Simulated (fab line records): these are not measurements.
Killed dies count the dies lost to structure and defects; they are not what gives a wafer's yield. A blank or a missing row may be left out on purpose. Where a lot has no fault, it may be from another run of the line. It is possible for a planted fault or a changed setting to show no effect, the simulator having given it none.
Which tool was responsible? || flow nand_harc || 15 lots with 43 wafers sampled at 4 steps, on a route of 1302 steps

## WHAT THE GAUGES SHOWED, per wafer
The record lacks any reading of a measuring or inspecting step that a usual standard deviation could be used to judge.

## WHICH TOOL RAN EACH LOT (tool, then ch and the chambers of the sampled wafers, then the start)
{"lot": "L847", "NHARC_A_SGD_CUT_ETCHBACK_24": "rie_diel-11 ch 0,1, day 19 20:33", "NHARC_A_SLIT_DEP_25": "pecvd-01 ch 1,2, day 19 20:59", "NHARC_A_WL_FILL_ETCHBACK_04": "rie_metal-03 ch 0, day 21 00:16", "NHARC_A_WL_FILL_ETCHBACK_16": "rie_diel-03 ch 0,2, no start"}
{"lot": "L849", "NHARC_A_SGD_CUT_ETCHBACK_24": "rie_diel-11 ch 0,1,2, day 20 06:11", "NHARC_A_SLIT_DEP_25": "pecvd-01 ch 0,1,2, day 20 06:29", "NHARC_A_WL_FILL_ETCHBACK_04": "rie_metal-03 ch 0, day 21 03:57", "NHARC_A_WL_FILL_ETCHBACK_16": "rie_diel-03 ch 1,2,3, no start"}
{"lot": "L848", "NHARC_A_SGD_CUT_ETCHBACK_24": "rie_diel-07 ch 0,1, day 20 06:11", "NHARC_A_SLIT_DEP_25": "pecvd-03 ch 1,2, day 20 06:39", "NHARC_A_WL_FILL_ETCHBACK_04": "rie_metal-01 ch 0,1, day 21 09:16", "NHARC_A_WL_FILL_ETCHBACK_16": "rie_diel-03 ch 0,1,3, no start"}
{"lot": "L850", "NHARC_A_SGD_CUT_ETCHBACK_24": "rie_diel-07 ch 1,2,3, day 22 07:55", "NHARC_A_SLIT_DEP_25": "pecvd-03 ch 0,2, day 22 08:13", "NHARC_A_WL_FILL_ETCHBACK_04": "rie_metal-02 ch 0,1, day 23 10:31", "NHARC_A_WL_FILL_ETCHBACK_16": "rie_diel-05 ch 0,1,3, no start"}
{"lot": "L855", "NHARC_A_SGD_CUT_ETCHBACK_24": "rie_diel-11 ch 0,1,2, day 22 07:56", "NHARC_A_SLIT_DEP_25": "pecvd-04 ch 0,1, day 22 08:15", "NHARC_A_WL_FILL_ETCHBACK_04": "rie_metal-01 ch 1, day 23 06:50", "NHARC_A_WL_FILL_ETCHBACK_16": "rie_diel-08 ch 0,2, no start"}
{"lot": "L856", "NHARC_A_SGD_CUT_ETCHBACK_24": "rie_diel-13 ch 0,1,3, day 23 17:31", "NHARC_A_SLIT_DEP_25": "pecvd-03 ch 0,1,2, day 23 17:52", "NHARC_A_WL_FILL_ETCHBACK_04": "rie_metal-01 ch 0,1, day 24 20:23", "NHARC_A_WL_FILL_ETCHBACK_16": "rie_diel-03 ch 0,1,2, no start"}
{"lot": "L859", "NHARC_A_SGD_CUT_ETCHBACK_24": "rie_diel-07 ch 1,2,3, day 23 17:31", "NHARC_A_SLIT_DEP_25": "pecvd-01 ch 0,2, day 23 17:52", "NHARC_A_WL_FILL_ETCHBACK_04": "rie_metal-01 ch 0,1, day 24 14:33", "NHARC_A_WL_FILL_ETCHBACK_16": "rie_diel-03 ch 0,2, no start"}
{"lot": "L858", "NHARC_A_SGD_CUT_ETCHBACK_24": "rie_diel-13 ch 0,1,2, day 24 00:43", "NHARC_A_SLIT_DEP_25": "pecvd-04 ch 0,2, day 24 01:02", "NHARC_A_WL_FILL_ETCHBACK_04": "rie_metal-02 ch 0,1, day 25 00:16", "NHARC_A_WL_FILL_ETCHBACK_16": "rie_diel-05 ch 1,3, no start"}
{"lot": "L860", "NHARC_A_SGD_CUT_ETCHBACK_24": "rie_diel-11 ch 0,1,2, day 25 05:26", "NHARC_A_SLIT_DEP_25": "pecvd-03 ch 0,1, day 25 05:47", "NHARC_A_WL_FILL_ETCHBACK_04": "rie_metal-01 ch 0,1, day 26 01:10", "NHARC_A_WL_FILL_ETCHBACK_16": "rie_diel-05 ch 0,1,2, no start"}
{"lot": "L861", "NHARC_A_SGD_CUT_ETCHBACK_24": "rie_diel-07 ch 0,1,2, day 25 18:21", "NHARC_A_SLIT_DEP_25": "pecvd-04 ch 0,1,2, day 25 18:45", "NHARC_A_WL_FILL_ETCHBACK_04": "rie_metal-02 ch 0,1, day 26 15:14", "NHARC_A_WL_FILL_ETCHBACK_16": "rie_diel-08 ch 1,2,3, no start"}
{"lot": "L862", "NHARC_A_SGD_CUT_ETCHBACK_24": "rie_diel-13 ch 2, day 25 18:22", "NHARC_A_SLIT_DEP_25": "pecvd-01 ch 1,2, day 25 18:44", "NHARC_A_WL_FILL_ETCHBACK_04": "rie_metal-01 ch 0,1, day 26 14:56", "NHARC_A_WL_FILL_ETCHBACK_16": "rie_diel-03 ch 0,1, no start"}
{"lot": "L864", "NHARC_A_SGD_CUT_ETCHBACK_24": "rie_diel-11 ch 0,3, day 26 01:25", "NHARC_A_SLIT_DEP_25": "pecvd-03 ch 0,2, day 26 01:54", "NHARC_A_WL_FILL_ETCHBACK_04": "rie_metal-01 ch 0,1, day 27 05:02", "NHARC_A_WL_FILL_ETCHBACK_16": "rie_diel-08 ch 2,3, no start"}
{"lot": "L865", "NHARC_A_SGD_CUT_ETCHBACK_24": "rie_diel-13 ch 3, day 27 05:47", "NHARC_A_SLIT_DEP_25": "pecvd-04 ch 0,1, day 27 06:10", "NHARC_A_WL_FILL_ETCHBACK_04": "rie_metal-01 ch 1, day 28 01:45", "NHARC_A_WL_FILL_ETCHBACK_16": "rie_diel-03 ch 1,3, no start"}
{"lot": "L868", "NHARC_A_SGD_CUT_ETCHBACK_24": "rie_diel-07 ch 1,2, day 28 22:53", "NHARC_A_SLIT_DEP_25": "pecvd-01 ch 0,1,2, day 28 23:14", "NHARC_A_WL_FILL_ETCHBACK_04": "rie_metal-02 ch 0,1, day 29 20:52", "NHARC_A_WL_FILL_ETCHBACK_16": "rie_diel-05 ch 1,2, no start"}
{"lot": "L870", "NHARC_A_SGD_CUT_ETCHBACK_24": "rie_diel-07 ch 1,2, day 29 20:10", "NHARC_A_SLIT_DEP_25": "pecvd-04 ch 1,2, day 29 20:29", "NHARC_A_WL_FILL_ETCHBACK_04": "rie_metal-01 ch 0,1, day 30 16:47", "NHARC_A_WL_FILL_ETCHBACK_16": "rie_diel-05 ch 0,3, no start"}
- NHARC_A_SGD_CUT_ETCHBACK_24: etches the open film in CH3F/O2, target depth 50 nm, time 92.857 s.
- NHARC_A_SLIT_DEP_25: deposits SiO2, target thk 200 nm.
- NHARC_A_WL_FILL_ETCHBACK_04: etches the open film in NF3, target depth 60 nm, time 120 s.
- NHARC_A_WL_FILL_ETCHBACK_16: etches the open film in C4F8/O2/Ar, target depth 120 nm, time 24 s.

## AS READ BY THE TOOLS THEMSELVES (means over the sampled wafers that have a number; for cases with no such wafer, the mark the record gives instead)
NHARC_A_SGD_CUT_ETCHBACK_24.
{"lot": "L847", "tool": "rie_diel-11", "drypump_motor_current_A (A)": 6.0, "o2_flow_sccm (sccm)": 30.04, "oes_product_au (a.u.)": 0.93, "rf_fwd_power_W (W)": 496.4, "rf_vpp_V (V)": 243.0, "run_length_s (s)": 114.1, "showerhead_plenum_p_Torr (Torr)": 2.37, "throttle_valve_pct (%)": 20.661}
{"lot": "L849", "tool": "rie_diel-11", "drypump_motor_current_A (A)": 5.8, "o2_flow_sccm (sccm)": 30.05, "oes_product_au (a.u.)": 0.93, "rf_fwd_power_W (W)": 496.5, "rf_vpp_V (V)": 243.4, "run_length_s (s)": 114.2, "showerhead_plenum_p_Torr (Torr)": 2.39, "throttle_valve_pct (%)": 20.667}
{"lot": "L848", "tool": "rie_diel-07", "drypump_motor_current_A (A)": 5.5, "o2_flow_sccm (sccm)": 29.92, "oes_product_au (a.u.)": 1.00, "rf_fwd_power_W (W)": 497.8, "rf_vpp_V (V)": 241.7, "run_length_s (s)": 114.5, "showerhead_plenum_p_Torr (Torr)": 2.32, "throttle_valve_pct (%)": 20.663}
{"lot": "L850", "tool": "rie_diel-07", "drypump_motor_current_A (A)": 6.1, "o2_flow_sccm (sccm)": 29.96, "oes_product_au (a.u.)": 0.99, "rf_fwd_power_W (W)": 496.8, "rf_vpp_V (V)": 244.0, "run_length_s (s)": 114.0, "showerhead_plenum_p_Torr (Torr)": 2.42, "throttle_valve_pct (%)": 20.656}
{"lot": "L855", "tool": "rie_diel-11", "drypump_motor_current_A (A)": 5.8, "o2_flow_sccm (sccm)": 30.04, "oes_product_au (a.u.)": 0.93, "rf_fwd_power_W (W)": 495.6, "rf_vpp_V (V)": 241.9, "run_length_s (s)": 114.2, "showerhead_plenum_p_Torr (Torr)": 2.39, "throttle_valve_pct (%)": 20.659}
{"lot": "L856", "tool": "rie_diel-13", "drypump_motor_current_A (A)": 5.5, "o2_flow_sccm (sccm)": 30.08, "oes_product_au (a.u.)": 1.01, "rf_fwd_power_W (W)": 496.1, "rf_vpp_V (V)": 245.4, "run_length_s (s)": 114.0, "showerhead_plenum_p_Torr (Torr)": 2.49, "throttle_valve_pct (%)": 20.667}
{"lot": "L859", "tool": "rie_diel-07", "drypump_motor_current_A (A)": 6.1, "o2_flow_sccm (sccm)": 30.06, "oes_product_au (a.u.)": 0.99, "rf_fwd_power_W (W)": 497.9, "rf_vpp_V (V)": 243.6, "run_length_s (s)": 113.8, "showerhead_plenum_p_Torr (Torr)": 2.42, "throttle_valve_pct (%)": 20.665}
{"lot": "L858", "tool": "rie_diel-13", "drypump_motor_current_A (A)": 5.2, "o2_flow_sccm (sccm)": 29.96, "oes_product_au (a.u.)": 0.93, "rf_fwd_power_W (W)": 497.5, "rf_vpp_V (V)": 243.9, "run_length_s (s)": 113.8, "showerhead_plenum_p_Torr (Torr)": 2.47, "throttle_valve_pct (%)": 20.659}
{"lot": "L860", "tool": "rie_diel-11", "drypump_motor_current_A (A)": 5.9, "o2_flow_sccm (sccm)": 29.98, "oes_product_au (a.u.)": 1.00, "rf_fwd_power_W (W)": 497.3, "rf_vpp_V (V)": 243.8, "run_length_s (s)": 114.2, "showerhead_plenum_p_Torr (Torr)": 2.38, "throttle_valve_pct (%)": 20.665}
{"lot": "L861", "tool": "rie_diel-07", "drypump_motor_current_A (A)": 5.8, "o2_flow_sccm (sccm)": 30.06, "oes_product_au (a.u.)": 0.92, "rf_fwd_power_W (W)": 496.7, "rf_vpp_V (V)": 243.0, "run_length_s (s)": 114.2, "showerhead_plenum_p_Torr (Torr)": 2.36, "throttle_valve_pct (%)": 20.655}
{"lot": "L862", "tool": "rie_diel-13", "drypump_motor_current_A (A)": 5.9, "o2_flow_sccm (sccm)": 29.91, "oes_product_au (a.u.)": 0.93, "rf_fwd_power_W (W)": 495.9, "rf_vpp_V (V)": 244.1, "run_length_s (s)": 114.2, "showerhead_plenum_p_Torr (Torr)": 2.46, "throttle_valve_pct (%)": 20.666}
{"lot": "L864", "tool": "rie_diel-11", "drypump_motor_current_A (A)": 5.9, "o2_flow_sccm (sccm)": 29.90, "oes_product_au (a.u.)": 1.01, "rf_fwd_power_W (W)": 497.6, "rf_vpp_V (V)": 243.1, "run_length_s (s)": 114.6, "showerhead_plenum_p_Torr (Torr)": 2.36, "throttle_valve_pct (%)": 20.674}
{"lot": "L865", "tool": "rie_diel-13", "drypump_motor_current_A (A)": 6.8, "o2_flow_sccm (sccm)": 30.16, "oes_product_au (a.u.)": 0.92, "rf_fwd_power_W (W)": 499.0, "rf_vpp_V (V)": 246.4, "run_length_s (s)": 114.3, "showerhead_plenum_p_Torr (Torr)": 2.53, "throttle_valve_pct (%)": 20.663}
{"lot": "L868", "tool": "rie_diel-07", "drypump_motor_current_A (A)": 6.1, "o2_flow_sccm (sccm)": 29.91, "oes_product_au (a.u.)": 1.00, "rf_fwd_power_W (W)": 498.5, "rf_vpp_V (V)": 243.2, "run_length_s (s)": 113.9, "showerhead_plenum_p_Torr (Torr)": 2.39, "throttle_valve_pct (%)": 20.662}
{"lot": "L870", "tool": "rie_diel-07", "drypump_motor_current_A (A)": 6.2, "o2_flow_sccm (sccm)": 30.07, "oes_product_au (a.u.)": 1.01, "rf_fwd_power_W (W)": 497.4, "rf_vpp_V (V)": 244.0, "run_length_s (s)": 114.0, "showerhead_plenum_p_Torr (Torr)": 2.41, "throttle_valve_pct (%)": 20.665}

NHARC_A_SLIT_DEP_25.
{"lot": "L847", "tool": "pecvd-01", "heater_power_w (W)": 708, "rf_fwd_power_W (W)": 900.4, "throttle_valve_pct (%)": 16.1}
{"lot": "L849", "tool": "pecvd-01", "heater_power_w (W)": 580, "rf_fwd_power_W (W)": 895.1, "throttle_valve_pct (%)": 15.8}
{"lot": "L848", "tool": "pecvd-03", "heater_power_w (W)": 589, "rf_fwd_power_W (W)": 895.4, "throttle_valve_pct (%)": 15.5}
{"lot": "L850", "tool": "pecvd-03", "heater_power_w (W)": 508, "rf_fwd_power_W (W)": 896.6, "throttle_valve_pct (%)": 15.7}
{"lot": "L855", "tool": "pecvd-04", "heater_power_w (W)": 613, "rf_fwd_power_W (W)": 895.7, "throttle_valve_pct (%)": 16.3}
{"lot": "L856", "tool": "pecvd-03", "heater_power_w (W)": 535, "rf_fwd_power_W (W)": 900.1, "throttle_valve_pct (%)": 15.6}
{"lot": "L859", "tool": "pecvd-01", "heater_power_w (W)": 512, "rf_fwd_power_W (W)": 898.1, "throttle_valve_pct (%)": 15.7}
{"lot": "L858", "tool": "pecvd-04", "heater_power_w (W)": 625, "rf_fwd_power_W (W)": 900.1, "throttle_valve_pct (%)": 16.1}
{"lot": "L860", "tool": "pecvd-03", "heater_power_w (W)": 511, "rf_fwd_power_W (W)": 897.2, "throttle_valve_pct (%)": 15.5}
{"lot": "L861", "tool": "pecvd-04", "heater_power_w (W)": 552, "rf_fwd_power_W (W)": 895.1, "throttle_valve_pct (%)": 15.9}
{"lot": "L862", "tool": "pecvd-01", "heater_power_w (W)": 692, "rf_fwd_power_W (W)": 896.2, "throttle_valve_pct (%)": 15.8}
{"lot": "L864", "tool": "pecvd-03", "heater_power_w (W)": 674, "rf_fwd_power_W (W)": 900.1, "throttle_valve_pct (%)": 15.7}
{"lot": "L865", "tool": "pecvd-04", "heater_power_w (W)": 556, "rf_fwd_power_W (W)": 896.7, "throttle_valve_pct (%)": 16.4}
{"lot": "L868", "tool": "pecvd-01", "heater_power_w (W)": 600, "rf_fwd_power_W (W)": 896.3, "throttle_valve_pct (%)": 15.9}
{"lot": "L870", "tool": "pecvd-04", "heater_power_w (W)": 504, "rf_fwd_power_W (W)": 901.4, "throttle_valve_pct (%)": 15.7}

NHARC_A_WL_FILL_ETCHBACK_04.
{"lot": "L847", "tool": "rie_metal-03", "drypump_motor_current_A (A)": 5.99, "oes_product_au (a.u.)": 0.987, "run_length_s (s)": 140.9}
{"lot": "L849", "tool": "rie_metal-03", "drypump_motor_current_A (A)": 5.98, "oes_product_au (a.u.)": 0.986, "run_length_s (s)": 140.9}
{"lot": "L848", "tool": "rie_metal-01", "drypump_motor_current_A (A)": 5.81, "oes_product_au (a.u.)": 0.998, "run_length_s (s)": 141.8}
{"lot": "L850", "tool": "rie_metal-02", "drypump_motor_current_A (A)": 5.38, "oes_product_au (a.u.)": 0.999, "run_length_s (s)": 141.6}
{"lot": "L855", "tool": "rie_metal-01", "drypump_motor_current_A (A)": 6.04, "oes_product_au (a.u.)": 0.995, "run_length_s (s)": 141.2}
{"lot": "L856", "tool": "rie_metal-01", "drypump_motor_current_A (A)": 5.81, "oes_product_au (a.u.)": 0.998, "run_length_s (s)": 142.0}
{"lot": "L859", "tool": "rie_metal-01", "drypump_motor_current_A (A)": 5.91, "oes_product_au (a.u.)": 0.992, "run_length_s (s)": 141.4}
{"lot": "L858", "tool": "rie_metal-02", "drypump_motor_current_A (A)": 5.37, "oes_product_au (a.u.)": 0.995, "run_length_s (s)": 141.7}
{"lot": "L860", "tool": "rie_metal-01", "drypump_motor_current_A (A)": 5.80, "oes_product_au (a.u.)": 0.991, "run_length_s (s)": 141.7}
{"lot": "L861", "tool": "rie_metal-02", "drypump_motor_current_A (A)": 5.37, "oes_product_au (a.u.)": 1.003, "run_length_s (s)": 141.7}
{"lot": "L862", "tool": "rie_metal-01", "drypump_motor_current_A (A)": 5.88, "oes_product_au (a.u.)": 0.996, "run_length_s (s)": 121.7}
{"lot": "L864", "tool": "rie_metal-01", "drypump_motor_current_A (A)": 5.80, "oes_product_au (a.u.)": 0.987, "run_length_s (s)": 115.5}
{"lot": "L865", "tool": "rie_metal-01", "drypump_motor_current_A (A)": 6.03, "oes_product_au (a.u.)": 0.986, "run_length_s (s)": 121.4}
{"lot": "L868", "tool": "rie_metal-02", "drypump_motor_current_A (A)": 5.37, "oes_product_au (a.u.)": 0.991, "run_length_s (s)": 141.8}
{"lot": "L870", "tool": "rie_metal-01", "drypump_motor_current_A (A)": 5.93, "oes_product_au (a.u.)": 0.995, "run_length_s (s)": 141.7}

NHARC_A_WL_FILL_ETCHBACK_16.
{"lot": "L847", "tool": "rie_diel-03", "oes_product_au (a.u.)": 1.00, "rf_fwd_power_W (W)": 589, "rf_vpp_V (V)": 721, "run_length_s (s)": 44.7}
{"lot": "L849", "tool": "rie_diel-03", "oes_product_au (a.u.)": 1.00, "rf_fwd_power_W (W)": 590, "rf_vpp_V (V)": 726, "run_length_s (s)": 46.0}
{"lot": "L848", "tool": "rie_diel-03", "oes_product_au (a.u.)": 1.01, "rf_fwd_power_W (W)": 589, "rf_vpp_V (V)": 725, "run_length_s (s)": 45.4}
{"lot": "L850", "tool": "rie_diel-05", "oes_product_au (a.u.)": 0.99, "rf_fwd_power_W (W)": 592, "rf_vpp_V (V)": 723, "run_length_s (s)": 45.4}
{"lot": "L855", "tool": "rie_diel-08", "oes_product_au (a.u.)": 1.00, "rf_fwd_power_W (W)": 593, "rf_vpp_V (V)": 722, "run_length_s (s)": 45.5}
{"lot": "L856", "tool": "rie_diel-03", "oes_product_au (a.u.)": 1.00, "rf_fwd_power_W (W)": 586, "rf_vpp_V (V)": 722, "run_length_s (s)": 45.1}
{"lot": "L859", "tool": "rie_diel-03", "oes_product_au (a.u.)": 1.00, "rf_fwd_power_W (W)": 587, "rf_vpp_V (V)": 723, "run_length_s (s)": 44.7}
{"lot": "L858", "tool": "rie_diel-05", "oes_product_au (a.u.)": 0.99, "rf_fwd_power_W (W)": 588, "rf_vpp_V (V)": 723, "run_length_s (s)": 45.2}
{"lot": "L860", "tool": "rie_diel-05", "oes_product_au (a.u.)": 1.00, "rf_fwd_power_W (W)": 592, "rf_vpp_V (V)": 726, "run_length_s (s)": 45.3}
{"lot": "L861", "tool": "rie_diel-08", "oes_product_au (a.u.)": 1.00, "rf_fwd_power_W (W)": 590, "rf_vpp_V (V)": 721, "run_length_s (s)": 45.1}
{"lot": "L862", "tool": "rie_diel-03", "oes_product_au (a.u.)": 0.94, "rf_fwd_power_W (W)": 587, "rf_vpp_V (V)": 722, "run_length_s (s)": 45.0}
{"lot": "L864", "tool": "rie_diel-08", "oes_product_au (a.u.)": 0.99, "rf_fwd_power_W (W)": 589, "rf_vpp_V (V)": 722, "run_length_s (s)": 45.5}
{"lot": "L865", "tool": "rie_diel-03", "oes_product_au (a.u.)": 1.00, "rf_fwd_power_W (W)": 588, "rf_vpp_V (V)": 727, "run_length_s (s)": 45.9}
{"lot": "L868", "tool": "rie_diel-05", "oes_product_au (a.u.)": 0.99, "rf_fwd_power_W (W)": 590, "rf_vpp_V (V)": 726, "run_length_s (s)": 45.3}
{"lot": "L870", "tool": "rie_diel-05", "oes_product_au (a.u.)": 0.97, "rf_fwd_power_W (W)": 594, "rf_vpp_V (V)": 721, "run_length_s (s)": 45.4}

## THE ANSWER, worked out from the rows above alone
Rule: the usual values come from the lots themselves. The widest of any qualifying gaps counts: lots, ordered by their means at a reading, are off when they make up no more than a third of the lots, leave a main group of 4 or more, and stand apart from it by 3 or more times the standard deviation of that group's means. A main group whose means are all the same, to the digits that the tables above print for the reading, isn't used. Also off: a lot with no number at a reading for which 4 or more lots have one. Any other lot the step has rows for is counted as sound. First the gauges in route order, then the tools' own readings, where a lot's mean is used as printed above. The first step at which some lot is off is used, and at that step the reading that is off furthest; a lot without a number counts as furthest.
Off: L862, L864, L865 (NHARC_A_WL_FILL_ETCHBACK_04, run_length_s). Mean 141.5 s and standard deviation 0.34 in the main group.
If a tool, at that step or one of the process steps before it, ran each lot that is off and ran no sound lot following the first of them, it fits. Of those tried, none fits.

## WHAT THE SIMULATOR HAD INSERTED
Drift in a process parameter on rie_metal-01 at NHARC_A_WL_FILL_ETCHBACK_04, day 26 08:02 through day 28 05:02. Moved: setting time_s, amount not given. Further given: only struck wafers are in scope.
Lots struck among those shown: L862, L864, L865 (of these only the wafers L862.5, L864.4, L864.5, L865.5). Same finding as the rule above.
